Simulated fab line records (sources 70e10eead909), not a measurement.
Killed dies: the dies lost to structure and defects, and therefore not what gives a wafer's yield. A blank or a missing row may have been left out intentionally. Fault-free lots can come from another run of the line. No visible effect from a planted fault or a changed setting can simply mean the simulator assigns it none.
fab line records | flow nand-harc
record: lots: 5 | wafers: 15 | last-day: 31
route steps=1302 shown P_M1@287 P_M2@318 END@1302
lots that met no fault: from a run of the same line without faults
start-h: start of the lot's first displayed wafer, in hours after the record's first day | wait-h: hours since the lot's step before | " same as the row above | L1.1+2: a row that stands for several wafers | - no value, or no start was given | * or withheld: withheld | < > ~ a bound
route shown NAME@n: a module of which the file shows steps, and the number in the route of the first | usual: mean and standard deviation over wafers with no fault | same: alike in all rows | chamber/n: place in a boat | sites: readings site by site | _std_site: their standard deviation | _edge_site: outer sites' mean less inner sites' | radius-mm: how far each site lies from the wafer's centre | mask NAME#n: copy n | behind: the most recent tool/chamber to have shaped the wafer | hold: what put the lot on hold/how long, in hours/how the hold closed | device: transistor that didn't switch, given as n, p or np | end of line: the tests these same wafers got at the end of their route | where a step has no rows: the recipe by itself | killed: the dies lost at the first sort to structure and to defects; this is not the yield of the wafer | map: a wafer's dies, x killed, . not, _ none there
set.NAME: the setting the step ran with; set.NAME@STEP: the setting that earlier step ran with | model.NAME: the simulator's own value behind a step, which no gauge read
a table for each step, a row for each wafer; lots at some steps of the route
services: when a tool's chamber went out of use (start-h, in hours from the record's first day, below 0 if earlier), for how many hours, and the reason
== steps ==
step: NHARC_P_M1_HMDS_02
recipe: time-s: 30
step: NHARC_P_M1_COAT_34
recipe: temp-c: 200 | time-s: 65
step: NHARC_P_M1_COAT_03
recipe: spin-rpm: 1500 | resist-thk-nm: 90
step: NHARC_P_M1_SOFTBAKE_04
recipe: temp-c: 105 | time-s: 55
step: NHARC_P_M1_EBR_05
step: NHARC_P_M1_EXPOSE_06
recipe: na: 1.35 | target-cd-nm: 130 | dose-mj: 81.88 | mask-id: P_M1
step: NHARC_P_M1_PEB_07
recipe: peb-temp-c: 100 | peb-time-s: 65
step: NHARC_P_M1_DEVELOP_08
recipe: develop-time-s: 35 | dev-temp-c: 23
step: NHARC_P_M1_CD_MEAS_09
recipe: target-cd-nm: 130 | landing-energy-ev: 500
usual: cd-nm: 130.0/0.94
lot.wafer | tool      | chamber | start-h | wait-h | cd-nm
L773.4    | cd-sem-01 | 0       | 147.48  | -      | 130.8
L773.5    | "         | 0       | "       | "      | 130.9
L773.6    | "         | 0       | "       | "      | 129.4
L775.1    | cd-sem-02 | 0       | 168.49  | -      | 130.4
L775.3    | "         | 0       | "       | "      | 130.4
L775.5    | "         | 0       | "       | "      | 129.6
L776.3    | cd-sem-01 | 0       | 177.69  | -      | 128.5
L776.5    | "         | 0       | "       | "      | 129.1
L776.6    | "         | 0       | "       | "      | 129.8
L782.1    | cd-sem-03 | 0       | 231.77  | -      | 129.2
L782.2    | "         | 0       | "       | "      | 130.7
L782.6    | "         | 0       | "       | "      | 128.9
L788.1    | cd-sem-03 | 0       | 305.86  | -      | 130.7
L788.3    | "         | 0       | "       | "      | 130.5
L788.6    | "         | 0       | "       | "      | 130.0
step: NHARC_P_M1_OVL_MEAS_10
recipe: pitch-nm: 260
usual: overlay-x-nm: -0.2/0.88 | overlay-y-nm: -0.1/0.85
lot.wafer | tool       | chamber | start-h | wait-h | overlay-x-nm | overlay-y-nm
L773.4    | overlay-02 | -       | 147.56  | -      | -0.2         | -0.5
L773.5    | "          | -       | "       | "      | -0.7         | -0.7
L773.6    | "          | -       | "       | "      | -0.3         | 0.3
L775.1    | overlay-02 | -       | 168.58  | -      | -0.6         | 0.3
L775.3    | "          | -       | "       | "      | -0.5         | 0.1
L775.5    | "          | -       | "       | "      | -0.6         | 0.6
L776.3    | overlay-01 | -       | 177.78  | -      | -1.4         | -1.2
L776.5    | "          | -       | "       | "      | -1.1         | -1.1
L776.6    | "          | -       | "       | "      | -0.9         | -0.9
L782.1    | overlay-01 | -       | 231.85  | -      | 1.5          | 1.0
L782.2    | "          | -       | "       | "      | 1.2          | 0.3
L782.6    | "          | -       | "       | "      | 0.7          | 0.7
L788.1    | overlay-01 | -       | 305.95  | -      | -0.7         | -2.2
L788.3    | "          | -       | "       | "      | -1.2         | -1.1
L788.6    | "          | -       | "       | "      | -0.9         | -1.1
step: NHARC_P_M1_INSPECT_11
usual: raw-defect-count: 5/3.1
lot.wafer | tool              | chamber | start-h | wait-h | raw-defect-count
L773.4    | defect-inspect-02 | -       | 147.60  | 0.0    | 2
L773.5    | "                 | -       | "       | "      | 3
L773.6    | "                 | -       | "       | "      | 6
L775.1    | defect-inspect-01 | -       | 168.61  | 0.0    | 3
L775.3    | "                 | -       | "       | "      | 2
L775.5    | "                 | -       | "       | "      | 1
L776.3    | defect-inspect-01 | -       | 177.81  | 0.0    | 3
L776.5    | "                 | -       | "       | "      | 3
L776.6    | "                 | -       | "       | "      | 3
L782.1    | defect-inspect-01 | -       | 231.89  | 0.0    | 5
L782.2    | "                 | -       | "       | "      | 2
L782.6    | "                 | -       | "       | "      | 5
L788.1    | defect-inspect-01 | -       | 305.99  | 0.0    | 5
L788.3    | "                 | -       | "       | "      | 3
L788.6    | "                 | -       | "       | "      | 0
step: NHARC_P_M1_DESCUM_14
recipe: time-s: 3 | o2-flow-sccm: 200 | ar-flow-sccm: 0 | bias-power-w: 0 | chemistry: O2
step: NHARC_P_M1_ETCH_35
recipe: target-depth-a: 400 | overetch-a: 120 | time-s: 43.94 | ion-energy-ev: 200 | n2-flow-sccm: 150 | h2-flow-sccm: 150 | ar-flow-sccm: 0 | rf-w: 400 | bias-w: 150 | chemistry: N2/H2
usual: drypump-motor-current-A: 5.6/0.49 | oes-product-au: 1.001/0.013 | rf-fwd-power-W: 394.8/1.7 | rf-vpp-V: 431.3/2.6 | showerhead-plenum-p-Torr: 2.07/0.09 | throttle-valve-pct: 14.171/0.0095
lot.wafer | tool        | chamber | start-h | wait-h | drypump-motor-current-A | oes-product-au | rf-fwd-power-W | rf-hours-counter-h | rf-vpp-V | showerhead-plenum-p-Torr | throttle-valve-pct
L773.4    | rie-diel-03 | 3       | 147.76  | 0.1    | 5.4                     | 1.003          | 392.3          | 3                  | 432.4    | 2.12                     | 14.165
L773.6    | "           | 1       | "       | "      | 5.0                     | 1.028          | 393.2          | -                  | 430.4    | 1.99                     | 14.177
L773.5    | "           | 2       | "       | "      | 5.2                     | 0.991          | 395.0          | -                  | 434.0    | 2.17                     | 14.172
L775.3    | rie-diel-06 | 2       | 168.78  | 0.1    | 6.7                     | 0.985          | 395.6          | 2                  | 428.3    | 1.95                     | 14.172
L775.1    | "           | 0       | "       | "      | 5.8                     | 0.999          | 395.4          | 3                  | 431.1    | 2.08                     | 14.150
L775.5    | "           | 0       | "       | "      | 5.9                     | 0.997          | 393.6          | -                  | 431.6    | 2.08                     | 14.190
L776.3    | rie-diel-03 | 2       | 177.96  | 0.1    | 5.1                     | 0.999          | 394.1          | 6                  | 433.6    | 2.17                     | 14.169
L776.5    | "           | 1       | "       | "      | 5.0                     | 1.012          | 394.0          | -                  | 429.3    | 1.99                     | 14.179
L776.6    | "           | 2       | "       | "      | 5.2                     | 0.992          | 394.8          | -                  | 434.0    | 2.17                     | 14.166
L782.2    | rie-diel-03 | 2       | 232.04  | 0.1    | 5.1                     | 0.998          | 393.2          | 10                 | 434.6    | 2.17                     | 14.174
L782.1    | "           | 0       | "       | "      | 6.0                     | 1.004          | 390.8          | 9                  | 433.5    | 2.13                     | 14.159
L782.6    | "           | 2       | "       | "      | 5.2                     | 0.992          | 393.9          | -                  | 433.8    | 2.17                     | 14.175
L788.1    | rie-diel-06 | 2       | 306.14  | 0.1    | 6.7                     | 1.001          | 393.9          | 14                 | 427.8    | 1.94                     | 14.172
L788.3    | "           | 0       | "       | "      | 5.9                     | 1.013          | 394.9          | 15                 | 431.8    | 2.08                     | 14.142
L788.6    | "           | 2       | "       | "      | 6.8                     | 0.998          | 394.9          | -                  | 427.7    | 1.94                     | 14.178
step: NHARC_P_M1_ETCH_15
recipe: target-depth-a: 1825 | time-s: 91.2 | c4f8-flow-sccm: withheld | ar-flow-sccm: 400 | rf-w: 600 | bias-w: 300 | chemistry: C4F8/Ar
step: NHARC_P_M1_CD_MEAS_16
usual: cd-nm: 129.9/1.2
lot.wafer | tool      | chamber | start-h | wait-h | cd-nm
L773.4    | cd-sem-03 | -       | 148.20  | -      | 130.1
L773.5    | "         | -       | "       | "      | 131.0
L773.6    | "         | -       | "       | "      | 129.4
L775.1    | cd-sem-01 | -       | 169.02  | -      | 129.9
L775.3    | "         | -       | "       | "      | 130.4
L775.5    | "         | -       | "       | "      | 130.0
L776.3    | cd-sem-02 | -       | 178.18  | -      | 128.6
L776.5    | "         | -       | "       | "      | 129.1
L776.6    | "         | -       | "       | "      | 130.4
L782.1    | cd-sem-01 | -       | 232.26  | -      | 129.1
L782.2    | "         | -       | "       | "      | 131.1
L782.6    | "         | -       | "       | "      | 128.6
L788.1    | cd-sem-02 | -       | 306.35  | -      | 130.3
L788.3    | "         | -       | "       | "      | 130.9
L788.6    | "         | -       | "       | "      | 130.1
step: NHARC_P_M1_STRIP_18
recipe: power-w: 1000 | n2-flow-sccm: 150 | h2-flow-sccm: 150 | ar-flow-sccm: 0 | bias-w: 0 | chemistry: N2/H2
step: NHARC_P_M1_ETCH_28
recipe: target-depth-a: 300 | over-etch-frac: 0.3 | time-s: 72.99 | ion-energy-ev: 150 | cf4-flow-sccm: 50 | n2-flow-sccm: 100 | ar-flow-sccm: 150 | rf-w: 300 | bias-w: 100 | chemistry: CF4/N2
usual: drypump-motor-current-A: 5.7/0.49 | oes-product-au: 0.998/0.012 | rf-fwd-power-W: 297.2/1.1 | rf-vpp-V: 315.0/1.8 | showerhead-plenum-p-Torr: 2.67/0.094 | throttle-valve-pct: 19.795/0.0088
lot.wafer | tool        | chamber | start-h | wait-h | drypump-motor-current-A | oes-product-au | rf-fwd-power-W | rf-hours-counter-h | rf-vpp-V | showerhead-plenum-p-Torr | throttle-valve-pct
L773.4    | rie-diel-06 | 1       | -       | -      | 5.7                     | 1.002          | 297.8          | 1                  | 315.8    | 2.74                     | 19.793
L773.6    | "           | 0       | "       | "      | 5.9                     | 0.989          | 298.7          | -                  | 314.4    | 2.68                     | 19.795
L773.5    | "           | 1       | "       | "      | 5.7                     | 0.998          | 297.0          | -                  | 314.8    | 2.74                     | 19.781
L775.3    | rie-diel-06 | 1       | -       | -      | 5.7                     | 1.003          | 298.9          | 3                  | 316.9    | 2.74                     | 19.803
L775.1    | "           | 0       | "       | "      | 5.9                     | 0.994          | 297.9          | 3                  | 316.2    | 2.67                     | 19.794
L775.5    | "           | 1       | "       | "      | 5.7                     | 1.000          | 298.6          | -                  | 315.8    | 2.74                     | 19.796
L776.3    | rie-diel-06 | 0       | 178.68  | 0.2    | 5.9                     | 0.988          | 296.4          | -                  | 315.1    | 2.67                     | 19.804
L776.5    | "           | 0       | "       | "      | 5.9                     | 0.995          | 296.8          | -                  | 316.0    | 2.67                     | 19.783
L776.6    | "           | 1       | "       | "      | 5.7                     | 1.003          | 297.2          | -                  | 316.8    | 2.74                     | 19.792
L782.1    | rie-diel-06 | 3       | -       | -      | 5.9                     | 0.996          | 299.0          | 5                  | 314.5    | 2.60                     | 19.782
L782.2    | "           | 0       | "       | "      | 5.9                     | 1.001          | 294.6          | 9                  | 314.8    | 2.67                     | 19.799
L782.6    | "           | 3       | "       | "      | 5.9                     | 0.998          | 299.2          | -                  | 312.2    | 2.60                     | 19.801
L788.1    | rie-diel-03 | 0       | -       | -      | 5.9                     | 1.020          | 296.5          | 1                  | 317.5    | 2.73                     | 19.798
L788.3    | "           | 1       | "       | "      | 5.0                     | 0.994          | 296.5          | 1                  | 312.9    | 2.56                     | 19.783
L788.6    | "           | 1       | "       | "      | 5.0                     | 0.993          | 296.5          | -                  | 313.4    | 2.56                     | 19.786
step: NHARC_P_M1_STRIP_19
recipe: time-s: 600 | temp-c: 30 | chemistry: post-etch-residue-remover
step: NHARC_P_M1_DEGAS_29
recipe: temp-c: 250 | time-s: 60
usual: heater-power-w: 346/33
lot.wafer | tool           | chamber | start-h | wait-h | heater-power-w
L773.4    | pvd-sputter-03 | -       | 148.92  | -      | 384
L773.5    | "              | -       | "       | "      | 392
L773.6    | "              | -       | "       | "      | 385
L775.1    | pvd-sputter-02 | -       | 169.81  | -      | 334
L775.3    | "              | -       | "       | "      | 319
L775.5    | "              | -       | "       | "      | 394
L776.3    | pvd-sputter-02 | -       | 179.11  | -      | 342
L776.5    | "              | -       | "       | "      | 389
L776.6    | "              | -       | "       | "      | 328
L782.2    | pvd-sputter-03 | -       | 232.98  | -      | 329
L782.1    | "              | -       | "       | "      | 376
L782.6    | "              | -       | "       | "      | 367
L788.1    | pvd-sputter-01 | -       | 307.14  | -      | 389
L788.3    | "              | -       | "       | "      | 288
L788.6    | "              | -       | "       | "      | 288
step: NHARC_P_M1_PRE_CLEAN_30
recipe: time-s: 30 | temp-c: 280 | gas: H2/He
usual: heater-power-w: 424/39
lot.wafer | tool           | chamber | start-h | wait-h | heater-power-w
L773.4    | pvd-sputter-03 | -       | -       | -      | 470
L773.5    | "              | -       | "       | "      | 473
L773.6    | "              | -       | "       | "      | 482
L775.3    | pvd-sputter-02 | -       | -       | -      | 416
L775.1    | "              | -       | "       | "      | 406
L775.5    | "              | -       | "       | "      | 424
L776.3    | pvd-sputter-02 | -       | -       | -      | 418
L776.5    | "              | -       | "       | "      | 416
L776.6    | "              | -       | "       | "      | 481
L782.2    | pvd-sputter-03 | -       | -       | -      | 443
L782.1    | "              | -       | "       | "      | 416
L782.6    | "              | -       | "       | "      | 370
L788.3    | pvd-sputter-01 | -       | -       | -      | 477
L788.1    | "              | -       | "       | "      | 440
L788.6    | "              | -       | "       | "      | 344
step: NHARC_P_M1_PVD_20
recipe: target-thk-a: 50 | bias-v: 168.6 | power-w: 15000 | chamber-pressure-pa: 0.12 | time-s: 8.06 | substrate-temp-c: 50 | material: TaN
step: NHARC_P_M1_PVD_21
recipe: target-thk-a: 300 | chamber-pressure-pa: 5 | power-w: 5000 | substrate-temp-c: 30 | time-s: 20.49 | material: Cu
usual: throttle-valve-pct: 30.4/0.87
lot.wafer | tool           | chamber | start-h | wait-h | throttle-valve-pct
L773.4    | pvd-sputter-03 | -       | -       | -      | 31.0
L773.6    | "              | -       | "       | "      | 29.2
L773.5    | "              | -       | "       | "      | 31.1
L775.3    | pvd-sputter-02 | -       | -       | -      | 28.2
L775.1    | "              | -       | "       | "      | 30.3
L775.5    | "              | -       | "       | "      | 28.9
L776.3    | pvd-sputter-02 | -       | -       | -      | 30.4
L776.5    | "              | -       | "       | "      | 28.0
L776.6    | "              | -       | "       | "      | 30.4
L782.1    | pvd-sputter-03 | -       | -       | -      | 31.3
L782.2    | "              | -       | "       | "      | 29.9
L782.6    | "              | -       | "       | "      | 30.4
L788.3    | pvd-sputter-01 | -       | -       | -      | 30.5
L788.1    | "              | -       | "       | "      | 31.3
L788.6    | "              | -       | "       | "      | 31.2
step: NHARC_P_M1_ECD_22
recipe: target-thk-a: 4000 | bath-temp-c: 25 | material: Cu
step: NHARC_P_M1_ANNEAL_31
recipe: temp-c: 225 | time-s: 90
usual: wafer_temp_C_max: 226.3/0.3
lot.wafer | tool          | chamber | start-h | wait-h | wafer_temp_C_max
L773.4    | rtp-anneal-02 | 0       | 149.80  | -      | 226.6
L773.5    | "             | 0       | "       | "      | 226.4
L773.6    | "             | 0       | "       | "      | 226.2
L775.1    | rtp-anneal-01 | 0       | 170.54  | -      | 225.8
L775.3    | "             | 0       | "       | "      | 226.4
L775.5    | "             | 0       | "       | "      | 226.0
L776.3    | rtp-anneal-01 | 0       | 179.93  | 0.3    | 226.6
L776.5    | "             | 0       | "       | "      | 226.1
L776.6    | "             | 0       | "       | "      | 226.3
L782.1    | rtp-anneal-02 | 0       | 233.74  | 0.3    | 226.8
L782.2    | "             | 0       | "       | "      | 226.4
L782.6    | "             | 0       | "       | "      | 226.8
L788.1    | rtp-anneal-02 | 0       | 307.87  | 0.3    | 226.5
L788.3    | "             | 0       | "       | "      | 226.5
L788.6    | "             | 0       | "       | "      | 226.4
step: NHARC_P_M1_CMP_23
recipe: t-overpolish-s: 20 | target-thk-nm: 157.82
step: NHARC_P_M1_THK_MEAS_24
recipe: thk-meas-gauge: xrf
usual: thk-nm: 157.2/1.8
lot.wafer | tool          | chamber | start-h | wait-h | thk-nm
L773.4    | film-metro-01 | -       | 150.31  | -      | 156.4
L773.5    | "             | -       | "       | "      | 156.5
L773.6    | "             | -       | "       | "      | 156.1
L775.1    | film-metro-02 | -       | 171.21  | -      | 160.9
L775.3    | "             | -       | "       | "      | 157.5
L775.5    | "             | -       | "       | "      | 158.4
L776.3    | film-metro-02 | -       | 180.50  | -      | 155.8
L776.5    | "             | -       | "       | "      | 157.5
L776.6    | "             | -       | "       | "      | 155.3
L782.1    | film-metro-02 | -       | 234.40  | -      | 159.0
L782.2    | "             | -       | "       | "      | 158.3
L782.6    | "             | -       | "       | "      | 158.3
L788.1    | film-metro-02 | -       | 308.53  | -      | 154.7
L788.3    | "             | -       | "       | "      | 155.1
L788.6    | "             | -       | "       | "      | 156.5
step: NHARC_P_M1_SRD_25
step: NHARC_P_M1_PRE_CLEAN_32
recipe: time-s: 12 | temp-c: 370 | rf-power-w: 300 | gas: NH3
step: NHARC_P_M1_DEP_33
recipe: target-thk-a: 300 | temp-c: 370 | target-thk-nm: 30 | pressure-torr: 3 | flow-sccm: 200 | rf-w: 450 | material: SiCN
step: NHARC_P_M2_DEP_00
recipe: target-thk-a: 1825 | target-thk-nm: 182.5 | temp-c: withheld | pressure-torr: 5 | flow-sccm: 200 | rf-w: 600 | material: SiOC
step: NHARC_P_M2_DEHYDRATE_01
recipe: temp-c: 150 | time-s: 120
step: NHARC_P_M2_HMDS_02
recipe: time-s: 30
step: NHARC_P_M2_COAT_34
recipe: temp-c: 200 | time-s: 65
step: NHARC_P_M2_COAT_03
recipe: spin-rpm: 1500 | resist-thk-nm: 90
step: NHARC_P_M2_SOFTBAKE_04
recipe: temp-c: 105 | time-s: 55
step: NHARC_P_M2_EBR_05
step: NHARC_P_M2_EXPOSE_06
recipe: na: 1.35 | target-cd-nm: 170 | dose-mj: 80.78 | mask-id: P_M2
step: NHARC_P_M2_PEB_07
recipe: peb-temp-c: 100 | peb-time-s: 65
step: NHARC_P_M2_DEVELOP_08
recipe: develop-time-s: 35 | dev-temp-c: 23
step: NHARC_P_M2_CD_MEAS_09
recipe: target-cd-nm: 170 | landing-energy-ev: 500
usual: cd-nm: 169.9/0.64
lot.wafer | tool      | chamber | start-h | wait-h | cd-nm
L773.4    | cd-sem-01 | 0       | 151.87  | -      | 170.0
L773.5    | "         | 0       | "       | "      | 170.8
L773.6    | "         | 0       | "       | "      | 170.3
L775.1    | cd-sem-01 | 0       | 172.62  | -      | 169.2
L775.3    | "         | 0       | "       | "      | 169.9
L775.5    | "         | 0       | "       | "      | 170.8
L776.3    | cd-sem-02 | 0       | 182.05  | -      | 169.0
L776.5    | "         | 0       | "       | "      | 169.4
L776.6    | "         | 0       | "       | "      | 170.1
L782.1    | cd-sem-03 | 0       | 235.95  | -      | 169.7
L782.2    | "         | 0       | "       | "      | 170.6
L782.6    | "         | 0       | "       | "      | 169.3
L788.1    | cd-sem-03 | 0       | 310.09  | -      | 170.0
L788.3    | "         | 0       | "       | "      | 169.6
L788.6    | "         | 0       | "       | "      | 169.8
step: NHARC_END_SORT_01
recipe: temp-c: 25
usual: defect-limited-yield: 90.5/2.4 | killed-at-array: 59/16 | killed-at-other: 0.7/1.1 | killed-at-periphery: 4/3 | killed-dies: 64/16 | killed-open: 3.4/1.8 | killed-short: 2.6/1.7
same: gross-dies: 677
lot.wafer | tool      | chamber | start-h | wait-h | defect-limited-yield[%] | killed-at-array | killed-at-other | killed-at-periphery | killed-dies | killed-open | killed-short
L773.4    | prober-02 | 0       | 587.56  | 3.4    | 89.1                    | 72              | 1               | 1                   | 74          | 3           | 2
L773.5    | prober-02 | 0       | 588.36  | 3.7    | 89.4                    | 67              | 2               | 3                   | 72          | 5           | 4
L773.6    | prober-02 | 0       | 589.16  | 4.0    | 88.2                    | 78              | 1               | 1                   | 80          | 3           | 4
L782.1    | prober-01 | 0       | 665.49  | 2.5    | 80.4                    | 39              | 1               | 93                  | 133         | 3           | 1
L788.1    | prober-02 | 0       | 734.02  | 2.5    | 85.2                    | 98              | 0               | 2                   | 100         | 4           | 2
L788.3    | prober-02 | 0       | 735.57  | 3.0    | 86.9                    | 85              | 0               | 4                   | 89          | 4           | 2
L788.6    | prober-02 | 0       | 737.91  | 3.9    | 85.1                    | 100             | 0               | 1                   | 101         | 2           | 7
killed by level:class
L773.4 A_CHANNEL_HOLE_D1:chamber-film-flake=32 A_SLIT:chamber-film-flake=16 A_WL_FILL:chamber-film-flake=5 A_CHANNEL_HOLE_D2:chamber-film-flake=4 A_STAIRCASE:chamber-film-flake=3 A_CONTACT:geometric-particle:open=2 A_M0:chamber-film-flake=2 A_CONTACT:unspecified=2
L773.5 A_CHANNEL_HOLE_D1:chamber-film-flake=33 A_SLIT:chamber-film-flake=17 A_CHANNEL_HOLE_D2:chamber-film-flake=6 A_WL_FILL:chamber-film-flake=2 P_M0:geometric-particle:open=1 P_M1:geometric-particle:open=1 A_ONON_D1:geometric-particle:short=1 A_ONON_D1:geometric-particle:open=1
L773.6 A_CHANNEL_HOLE_D1:chamber-film-flake=34 A_SLIT:chamber-film-flake=25 A_CONTACT:chamber-film-flake=6 A_CHANNEL_HOLE_D2:chamber-film-flake=3 A_ONON_D1:geometric-particle:short=2 A_STAIRCASE:chamber-film-flake=2 A_CHANNEL_FILL_D1:geometric-particle:open=1 A_CHANNEL_FILL_D1:geometric-particle:short=1
L782.1 P_M1:unspecified=89 A_SLIT:chamber-film-flake=15 A_CHANNEL_HOLE_D1:chamber-film-flake=8 A_CHANNEL_HOLE_D2:chamber-film-flake=7 A_STAIRCASE:chamber-film-flake=4 P_GATE:chamber-film-flake=2 P_M0:geometric-particle:open=1 A_CHANNEL_HOLE_D1:geometric-particle:open=1
L788.1 A_CHANNEL_HOLE_D1:chamber-film-flake=37 A_SLIT:chamber-film-flake=33 A_CHANNEL_HOLE_D2:chamber-film-flake=15 A_WL_FILL:chamber-film-flake=5 A_CONTACT:chamber-film-flake=3 P_M0:geometric-particle:open=1 A_ONON_D1:geometric-particle:open=1 A_CHANNEL_FILL_D1:geometric-particle:short=1
L788.3 A_CHANNEL_HOLE_D1:chamber-film-flake=27 A_CHANNEL_HOLE_D2:chamber-film-flake=27 A_SLIT:chamber-film-flake=20 A_CONTACT:chamber-film-flake=5 A_WL_FILL:geometric-particle:open=2 P_M0:geometric-particle:short=1 P_M0:geometric-particle:open=1 A_CHANNEL_HOLE_D1:geometric-particle:open=1
L788.6 A_CHANNEL_HOLE_D1:chamber-film-flake=35 A_CHANNEL_HOLE_D2:chamber-film-flake=29 A_SLIT:chamber-film-flake=21 A_CONTACT:chamber-film-flake=4 A_CHANNEL_FILL_D1:geometric-particle:short=3 A_M0:geometric-particle:short=2 A_WL_FILL:chamber-film-flake=2 P_STI:geometric-particle:short=1
map L782.1 (x killed, . not)
____________.____________
_________xx....._________
_______xxxxx...x.._______
______.xxxx.xx.....______
_____x.xxxxx.x......_____
____..x.x.....xx.....____
____..xx......x....x.____
___........x..x.......___
___....x..............___
__.....................__
__..x.......x.....x....__
_.........x............._
_......................._
_......................._
_....x........x........._
_......................._
.....................x...
.........................
.........................
.........................
.........................
_...........x....x......_
_...........xxxx........_
_.........xxxxx.xx......_
_.........xxxxxxx....xx._
_.......x.xxxxxxxx......_
__........xxxxxxxxx...x__
__........xxxxxxxxx....__
___.......xxxxxxxx....___
___.......xxxxxxxx....___
____.....xxxxxxxxx...____
____.......xxxxxxx...____
_____.....xxxxxx.x.._____
______......x..xx..______
_______........xx._______
_________......._________
____________.____________
map L773.6 (x killed, . not)
____________.____________
_________...xxx._________
_______.....xxxx.._______
______...x.xxxxx...______
_____.....x.xxx.x..._____
____......xxxx.x.....____
____.......x.xxxx....____
___......x.x..x...x...___
___........x.xx.......___
__..........x..........__
__...........x.........__
_......................._
_......................._
_......................._
_................x......_
_......................._
.................x..xx...
..................xxx.x..
..................xx..x..
..................xxxx...
.................xxxxx...
_................xxxxx.._
_........x........xxxx.._
_.................xxxx.._
_...................x..._
_......................._
__..................x..__
__..........x..........__
___...................___
___.x..........x......___
____.................____
____..........x......____
_____...x..........._____
______.........x...______
_______.x........._______
_________......._________
____________.____________
== services ==
tool           | chamber | start-h | hours | kind
pvd-sputter-01 | -       | 128.42  | 5.4   | repair
rie-diel-06    | -       | 130.20  | 9.0   | pm
rie-diel-06    | 0       | 130.20  | 9.0   | vent-cycle
rie-diel-06    | 1       | 130.20  | 9.0   | vent-cycle
rie-diel-06    | 2       | 130.20  | 9.0   | vent-cycle
rie-diel-03    | 2       | 133.84  | 2.6   | repair
rie-diel-06    | 2       | 150.80  | 9.8   | repair
rie-diel-06    | 3       | 158.73  | 35.5  | repair
pvd-sputter-01 | -       | 168.59  | 2.0   | repair
pvd-sputter-03 | -       | 170.00  | 10.0  | pm
rie-diel-06    | 2       | 177.92  | 1.8   | repair
rie-diel-03    | 3       | 191.86  | 1.6   | repair
rie-diel-03    | 1       | 194.16  | 2.6   | repair
pvd-sputter-01 | -       | 226.00  | 10.0  | pm
pvd-sputter-02 | -       | 228.26  | 4.6   | repair
rie-diel-03    | -       | 243.59  | 0.1   | repair
rie-diel-03    | -       | 254.66  | 0.1   | repair
rie-diel-03    | 3       | 266.46  | 11.2  | repair
rie-diel-03    | -       | 281.30  | 9.0   | pm
pvd-sputter-02 | -       | 282.00  | 10.0  | pm
rie-diel-06    | 3       | 291.71  | 6.7   | repair
rie-diel-03    | 3       | 304.22  | 4.9   | repair
rie-diel-03    | -       | 306.85  | 1.1   | repair
rie-diel-06    | -       | 307.21  | 9.0   | pm
== key ==
first-sign: step: NHARC_END_SORT_01 | reading: killed-at-periphery | direction: up | sigmas: 29 | usual: 4 | struck: 93
effect: step: NHARC_END_SORT_01 | reading: killed-dies | direction: up | sigmas: 4.2 | usual: 64 | struck: 133
more-kills-born-at: NHARC_P_M1_ETCH_35@rie-diel-03: 89
met-at NHARC_P_M1_ETCH_35
struck-wafers L782.1
fault: kind: chamber-particle-source | tool: rie-diel-03 | chamber: 0 | onset-h: 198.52 | steps: NHARC_P_M1_ETCH_35 | rate-per-visit-cm2: 0.71596 | end-h: 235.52
